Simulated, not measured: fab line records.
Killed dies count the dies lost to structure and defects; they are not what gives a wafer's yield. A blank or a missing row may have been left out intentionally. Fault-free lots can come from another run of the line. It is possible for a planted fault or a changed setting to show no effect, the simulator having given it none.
What tool caused it? -- flow n5Finfet -- route of 1938 steps, sampled at 1 step: 11 lots, 33 wafers

== WHAT THE GAUGES SHOWED, per wafer ==
N5_FIN_SAQP_CD_MEAS_37: target cd 8 nm.
lot,measured,on,cdNm (nm)
L075,day 2 08:18,cdSem-03,8.45 8.25 8.34
L077,day 2 20:19,cdSem-02,8.66 8.43 8.28
L079,day 3 07:45,cdSem-01,7.95 8.42 8.12
L081,day 3 20:46,cdSem-02,8.12 7.98 8.42
L083,day 4 09:09,cdSem-01,8.10 8.35 8.20
L086,day 5 03:42,cdSem-02,8.16 8.13 8.52
L088,day 5 18:28,cdSem-02,8.08 8.30 8.37
L090,day 6 05:28,cdSem-01,8.07 8.17 8.16
L092,day 6 18:18,cdSem-03,8.26 8.26 8.25
L094,day 7 04:29,cdSem-03,8.43 8.11 7.61
L097,day 7 20:39,cdSem-03,7.84 7.74 7.69

== WHICH TOOL RAN EACH LOT (tool, then ch and the chambers of the sampled wafers, then the start) ==
Record: no process step prior to these readings.

== THE ANSWER, worked out from the rows above alone ==
Rule: usual is defined by the lots themselves. Put in order of their means at a reading, lots are off if they are a third of the lots or fewer, leave a main group of 4 or more, and stand apart from it by a gap of 3 or more times the standard deviation of the main group's means; of several such gaps the widest counts. Not used: any main group whose means are identical at the precision the tables above print for the reading. Also off: a lot with no number at a reading for which 4 or more lots have one. Any other lot the step has rows for is counted as sound.
Nothing can be told from this: no lot is off at any reading shown.

== WHAT THE SIMULATOR HAD PUT IN ==
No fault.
